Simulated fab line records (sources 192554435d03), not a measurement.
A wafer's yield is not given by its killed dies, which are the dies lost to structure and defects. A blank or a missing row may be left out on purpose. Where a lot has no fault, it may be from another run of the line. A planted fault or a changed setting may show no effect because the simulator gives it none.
2 desks looking at one fault / flow n5_finfet / each desk has only its own numbers; what lay behind them comes last

## THE TOOL OWNER'S DESK: rie_diel-01
The tool's own readings at N5_HKMG_FIN_ETCH_35 (etches SOC in N2/H2, target depth 215.8 nm, time 243.4 s): means of the sampled wafers that have a number, for each lot that ran on this tool. The brackets show how far a lot's mean lies from the usual mean; more than 4 standard deviations puts the lot out of limits, marked OUT. Of its 8 readings 7 are shown: the one that was out of limits first, and those that lie furthest out on some lot.
Columns: A = chamber_pressure_mTorr at N5_HKMG_FIN_ETCH_35, usual 30.000 mTorr; B = drypump_motor_current_A at N5_HKMG_FIN_ETCH_35, usual 5.7 A; C = oes_product_au at N5_HKMG_FIN_ETCH_35, usual 0.82 a.u.; D = rf_vpp_V at N5_HKMG_FIN_ETCH_35, usual 141.8 V; E = run_length_s at N5_HKMG_FIN_ETCH_35, usual 267.1 s; F = showerhead_plenum_p_Torr at N5_HKMG_FIN_ETCH_35, usual 2.55 Torr; G = throttle_valve_pct at N5_HKMG_FIN_ETCH_35, usual 17.81 %
lot=L841; first seen here=day 5 07:53; A=29.996; B=6.0; C=0.79; D=141.0; E=267.2; F=2.47; G=17.86
lot=L843; first seen here=day 5 20:21; A=30.017; B=5.9; C=0.83; D=141.9; E=246.7 (-49) OUT; F=2.46; G=17.87
lot=L844; first seen here=day 5 23:22; A=30.021; B=6.2; C=0.73; D=142.1; E=246.7 (-49) OUT; F=2.46; G=17.94
lot=L845; first seen here=day 6 09:11; A=30.011; B=6.1; C=0.78; D=141.2; E=253.8 (-32) OUT; F=2.46; G=17.87
lot=L856; first seen here=day 9 02:49; A=30.004; B=5.4; C=0.74; D=140.6; E=267.0; F=2.50; G=17.96
lot=L859; first seen here=day 9 16:32; A=29.990; B=5.4; C=0.73; D=140.9; E=267.3; F=2.50; G=17.96
This desk's verdict: out of limits on L843, L844, L845, starting with L843 at day 5 20:21 (run_length_s at N5_HKMG_FIN_ETCH_35). In limits: L841, L856, L859.

## FROM THE METROLOGY DESK
Lot by lot, what the gauges showed, no matter which tool ran the lot: averages of those sampled wafers that carry a number. The brackets show how far a lot's mean lies from the usual mean; more than 4 standard deviations puts the lot out of limits, marked OUT. It has 10 readings; the 7 that lie furthest out on some lot are the ones shown.
Columns: A = DIBL_N at N5_BEOL_M4_RC_MEAS_101, usual 36.1 mV/V; B = IOFF_N at N5_BEOL_M4_RC_MEAS_101, usual 0.159 nA/um; C = IOFF_P at N5_BEOL_M4_RC_MEAS_101, usual 0.21 nA/um; D = ION_N at N5_BEOL_M4_RC_MEAS_101, usual 675 uA/um; E = ION_P at N5_BEOL_M4_RC_MEAS_101, usual 464 uA/um; F = SS_P at N5_BEOL_M4_RC_MEAS_101, usual 73.3 mV/dec; G = VT_P at N5_BEOL_M4_RC_MEAS_101, usual -250 mV
lot=L841; first seen here=day 9 00:53; A=35.5; B=0.153; C=0.20; D=679; E=467; F=72.8; G=-250
lot=L843; first seen here=day 9 07:42; A=37.3; B=0.160; C=0.22; D=674; E=465; F=73.3; G=-250
lot=L844; first seen here=day 9 09:17; A=39.5; B=0.231; C=0.26; D=686; E=468; F=74.5; G=-250
lot=L845; first seen here=day 10 03:05; A=37.1; B=0.155; C=0.22; D=667; E=464; F=73.5; G=-249
lot=L851; first seen here=day 11 09:25; A=36.7; B=0.177; C=0.19; D=685; E=459; F=73.6; G=-253
lot=L854; first seen here=day 12 05:31; A=36.4; B=0.162; C=0.19; D=671; E=458; F=73.6; G=-254
lot=L856; first seen here=day 12 12:51; A=36.7; B=0.185; C=0.23; D=673; E=463; F=74.5; G=-249
lot=L857; first seen here=day 12 17:18; A=37.5; B=0.191; C=0.28; D=693; E=479; F=73.5; G=-242
lot=L859; first seen here=day 13 18:02; A=37.4; B=0.188; C=0.31; D=684; E=478; F=73.8; G=-242
Finding of this desk: none of the 9 lots has anything out of limits.

## ALL TOGETHER
At day 5 20:21, on L843, L844, L845, the tool owner's desk was in a position to raise an alarm.
From the metrology desk's view, nothing was out of limits.
The metrology desk holds a record of L843, L844, L845, inside its limits.
The lots listed all ran N5_HKMG_FIN_ETCH_35 on rie_diel-01.

## WHAT WAS PUT IN BY THE SIMULATOR
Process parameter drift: rie_diel-01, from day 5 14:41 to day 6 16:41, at N5_HKMG_FIN_ETCH_35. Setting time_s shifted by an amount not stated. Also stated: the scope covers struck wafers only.
Struck lots among those shown: L843, L844, L845.
Time in hours from fault onset to the first out-of-limits reading at each desk: the tool owner's desk, 6.
